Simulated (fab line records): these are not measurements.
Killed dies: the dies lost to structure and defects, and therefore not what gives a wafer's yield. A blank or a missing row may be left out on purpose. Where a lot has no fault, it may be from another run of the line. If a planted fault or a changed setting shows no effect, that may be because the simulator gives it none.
fab line records -- flow nand_harc
record lots=6, wafers=18, last_day=23
route steps=1159 shown A_M0@1021 A_M1@1026
lots with no fault: from the same line, run without faults
start_h: the number of hours between the record's first day and the start of the first shown wafer of the lot -- wait_h: how many hours have passed since the lot's step before this one -- " the same as in the row above -- L1.1+2: a single row standing in for several wafers -- - no value, or no start given -- * or withheld: withheld -- < > ~ a bound
route shown NAME@n: a module of which the file shows steps, and the number in the route of the first -- usual: mean/standard deviation of fault-free wafers -- same: alike in all rows -- chamber/n: place in a boat -- sites: the reading at each site -- _std_site: standard deviation across them -- _edge_site: inner sites' mean taken away from outer sites' mean -- radius_mm: how far each site lies from the wafer's centre -- mask NAME#n: copy n -- behind: the most recent tool/chamber to have shaped the wafer -- hold: reason for holding the lot/hours on hold/outcome of the hold -- device: which transistor (n, p or np) failed to switch -- end of line: tests run on the same wafers once the route is complete -- a step without rows: its recipe alone -- killed: the dies lost at the first sort to structure and to defects; this is not the yield of the wafer -- map: dies across one wafer; x = killed, . = not, _ = none there
set.NAME: the setting that was run; set.NAME@STEP: the one run at that earlier step -- model.NAME: the simulator's own value behind a step, which no gauge read
a table for each step, a row for each wafer; lots at some steps of the route
services: a tool's chamber out of use, with start hour (start_h, from the record's first day; less than 0 if before it), hours out, and reason
## steps
# step NHARC_A_M0_SRD_25
# step NHARC_A_M0_INSPECT_27
# usual raw_defect_count=433/120
lot.wafer,tool,chamber,start_h,wait_h,raw_defect_count
L657.1,defect_inspect-01,-,413.38,0.0,266
L657.4,defect_inspect-01,-,413.38,0.0,297
L657.5,defect_inspect-01,-,413.38,0.0,338
L662.2,defect_inspect-02,-,453.34,0.0,330
L662.3,defect_inspect-02,-,453.34,0.0,394
L662.6,defect_inspect-02,-,453.34,0.0,534
L664.1,defect_inspect-01,-,476.39,0.0,279
L664.2,defect_inspect-01,-,476.39,0.0,312
L664.6,defect_inspect-01,-,476.39,0.0,300
L667.1,defect_inspect-02,-,479.31,0.0,491
L667.4,defect_inspect-02,-,479.31,0.0,390
L667.5,defect_inspect-02,-,479.31,0.0,301
L669.1,defect_inspect-01,-,507.31,0.0,590
L669.5,defect_inspect-01,-,507.31,0.0,454
L669.6,defect_inspect-01,-,507.31,0.0,756
L672.2,defect_inspect-02,-,507.85,0.0,494
L672.3,defect_inspect-02,-,507.85,0.0,301
L672.5,defect_inspect-02,-,507.85,0.0,440
# step NHARC_A_M0_PRE_CLEAN_31
# recipe time_s=12, temp_c=370, rf_power_w=300, gas=NH3
# usual heater_power_w=615/67, rf_fwd_power_W=292.5/0.9, susceptor_temp_C=369.99/0.21
lot.wafer,tool,chamber,start_h,wait_h,heater_power_w,rf_fwd_power_W,susceptor_temp_C
L657.1,pecvd-02,0,413.45,0.1,518,291.7,369.91
L657.4,pecvd-02,1,413.45,0.1,538,292.6,369.92
L657.5,pecvd-02,0,413.45,0.1,524,292.1,369.92
L662.3,pecvd-03,2,453.42,0.1,578,292.2,369.65
L662.2,pecvd-03,0,453.42,0.1,578,292.5,370.01
L662.6,pecvd-03,0,453.42,0.1,573,292.4,370.22
L664.2,pecvd-02,1,476.46,0.1,530,291.9,369.93
L664.1,pecvd-02,0,476.46,0.1,530,293.3,370.22
L664.6,pecvd-02,0,476.46,0.1,547,293.6,370.15
L667.1,pecvd-02,2,479.49,0.2,645,291.6,369.52
L667.5,pecvd-02,1,479.49,0.2,566,292.6,370.23
L667.4,pecvd-02,0,479.49,0.2,566,291.8,370.10
L669.1,pecvd-02,2,507.40,0.1,700,292.3,370.27
L669.5,pecvd-02,1,507.40,0.1,489,293.1,369.82
L669.6,pecvd-02,2,507.40,0.1,668,291.4,370.10
L672.3,pecvd-03,0,508.22,0.4,703,291.4,369.45
L672.2,pecvd-03,1,508.22,0.4,572,292.4,369.78
L672.5,pecvd-03,2,508.22,0.4,632,292.7,369.70
# step NHARC_A_M0_DEP_32
# recipe target_thk_a=300, temp_c=370, target_thk_nm=30, pressure_torr=3, flow_sccm=200, rf_w=450, material=SiCN
# usual chamber_pressure_Torr=3.000/0.006, heater_power_w=570/66, rf_fwd_power_W=449.0/1.5, susceptor_temp_C=370.03/0.22
lot.wafer,tool,chamber,start_h,wait_h,chamber_pressure_Torr,heater_power_w,rf_fwd_power_W,susceptor_temp_C
L657.1,pecvd-02,0,413.56,0.1,2.997,531,448.4,369.80
L657.4,pecvd-02,1,413.56,0.1,2.990,451,450.2,370.34
L657.5,pecvd-02,0,413.56,0.1,2.985,521,447.1,369.80
L662.3,pecvd-03,2,453.53,0.1,3.002,541,448.9,369.77
L662.2,pecvd-03,0,453.53,0.1,3.007,585,447.4,369.95
L662.6,pecvd-03,0,453.53,0.1,2.994,593,451.0,370.04
L664.2,pecvd-02,1,476.54,0.1,3.000,436,449.2,370.12
L664.1,pecvd-02,0,476.54,0.1,2.989,433,448.4,370.20
L664.6,pecvd-02,0,476.54,0.1,3.000,444,448.1,370.21
L667.1,pecvd-02,2,479.60,0.1,2.992,580,448.0,370.03
L667.5,pecvd-02,1,479.60,0.1,3.002,437,448.3,370.25
L667.4,pecvd-02,0,479.60,0.1,3.004,506,446.1,370.10
L669.1,pecvd-02,2,507.56,0.1,3.000,554,449.2,370.50
L669.5,pecvd-02,1,507.56,0.1,2.999,484,448.1,370.10
L669.6,pecvd-02,2,507.56,0.1,2.997,561,451.2,370.53
L672.3,pecvd-03,0,508.33,0.1,2.997,660,449.5,369.79
L672.2,pecvd-03,1,508.33,0.1,3.013,548,450.3,369.67
L672.5,pecvd-03,2,508.33,0.1,2.992,601,453.1,369.87
# step NHARC_A_M1_DEP_00
# recipe target_thk_a=1825, target_thk_nm=182.5, temp_c=withheld, pressure_torr=5, flow_sccm=200, rf_w=600, material=SiOC
# step NHARC_A_M1_DEHYDRATE_01
# recipe temp_c=150, time_s=120
# step NHARC_A_M1_HMDS_02
# recipe time_s=30
# step NHARC_A_M1_COAT_34
# recipe temp_c=200, time_s=65
# step NHARC_A_M1_COAT_03
# recipe spin_rpm=1500, resist_thk_nm=90
# step NHARC_A_M1_SOFTBAKE_04
# recipe temp_c=105, time_s=55
# step NHARC_A_M1_EBR_05
# step NHARC_A_M1_EXPOSE_06
# recipe na=1.35, target_cd_nm=120, dose_mj=75.13, mask_id=A_M1
# usual exposure_dose_mJ_cm2=75.09/0.079, focus_offset_nm=0.0/0.53
lot.wafer,tool,chamber,start_h,wait_h,mask,exposure_dose_mJ_cm2,focus_offset_nm
L657.1,arfi_scanner-01,0,414.91,-,A_M1#0,75.14,0.7
L657.4,arfi_scanner-01,0,414.91,-,A_M1#0,75.10,-0.2
L657.5,arfi_scanner-01,0,414.91,-,A_M1#0,75.06,0.3
L662.2,arfi_scanner-03,0,454.47,-,A_M1#0,75.07,-0.5
L662.3,arfi_scanner-03,0,454.47,-,A_M1#0,75.08,-0.3
L662.6,arfi_scanner-03,0,454.47,-,A_M1#0,75.08,0.7
L664.1,arfi_scanner-03,-,477.61,-,A_M1#0,-,-
L664.2,arfi_scanner-03,-,477.61,-,A_M1#0,-,-
L664.6,arfi_scanner-03,-,477.61,-,A_M1#0,-,-
L667.1,arfi_scanner-01,-,480.66,-,A_M1#0,-,-
L667.4,arfi_scanner-01,-,480.66,-,A_M1#0,-,-
L667.5,arfi_scanner-01,-,480.66,-,A_M1#0,-,-
L669.1,arfi_scanner-01,0,508.89,-,A_M1#0,75.06,0.3
L669.5,arfi_scanner-01,0,508.89,-,A_M1#0,75.12,-0.2
L669.6,arfi_scanner-01,0,508.89,-,A_M1#0,74.98,0.0
L672.2,arfi_scanner-02,0,509.37,-,A_M1#0,75.03,-0.2
L672.3,arfi_scanner-02,0,509.37,-,A_M1#0,75.05,0.6
L672.5,arfi_scanner-02,0,509.37,-,A_M1#0,75.09,0.6
# step NHARC_A_M1_PEB_07
# recipe peb_temp_c=100, peb_time_s=65
## services
tool,chamber,start_h,hours,kind
pecvd-02,2,403.67,6.9,repair
pecvd-02,2,411.58,6.3,repair
arfi_scanner-01,-,416.49,1.0,repair
arfi_scanner-01,-,424.56,4.3,repair
arfi_scanner-02,-,428.00,4.0,pm
arfi_scanner-01,-,460.47,8.4,repair
arfi_scanner-01,0,471.28,-,calibration
pecvd-03,-,473.06,13.0,pm
pecvd-03,0,473.06,13.0,vent_cycle
pecvd-03,1,473.06,13.0,vent_cycle
pecvd-03,2,473.06,13.0,vent_cycle
arfi_scanner-03,-,484.00,4.0,pm
pecvd-03,0,486.06,-,clean
pecvd-03,1,486.06,-,clean
pecvd-03,2,486.06,-,clean
pecvd-02,0,506.60,12.7,repair
pecvd-03,1,508.97,11.0,repair
## key
first_sign step=NHARC_A_M1_EXPOSE_06, reading=tool_record, direction=missing
effect none on later readings
met_at NHARC_A_M1_EXPOSE_06
struck_wafers L664.1,L664.2,L664.6,L667.1,L667.4,L667.5
later_rows_left_out L664.1,L664.2,L664.6,L667.1,L667.4,L667.5
sort_left_out L664.1,L664.2,L664.6,L667.1,L667.4,L667.5
onset_between 454.47 477.61
fault kind=skipped_step_whole, tool=arfi_scanner-01,arfi_scanner-03, chamber=-, onset_h=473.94, steps=NHARC_A_M1_EXPOSE_06, scope=struck_lots_only
# sort_left_out: the simulated sort isn't trusted on such a fault, so these wafers' sort isn't shown, and their yield isn't known
# later_rows_left_out: the simulator's readings of these wafers behind a module that went badly wrong aren't trusted and aren't shown, but for the sort
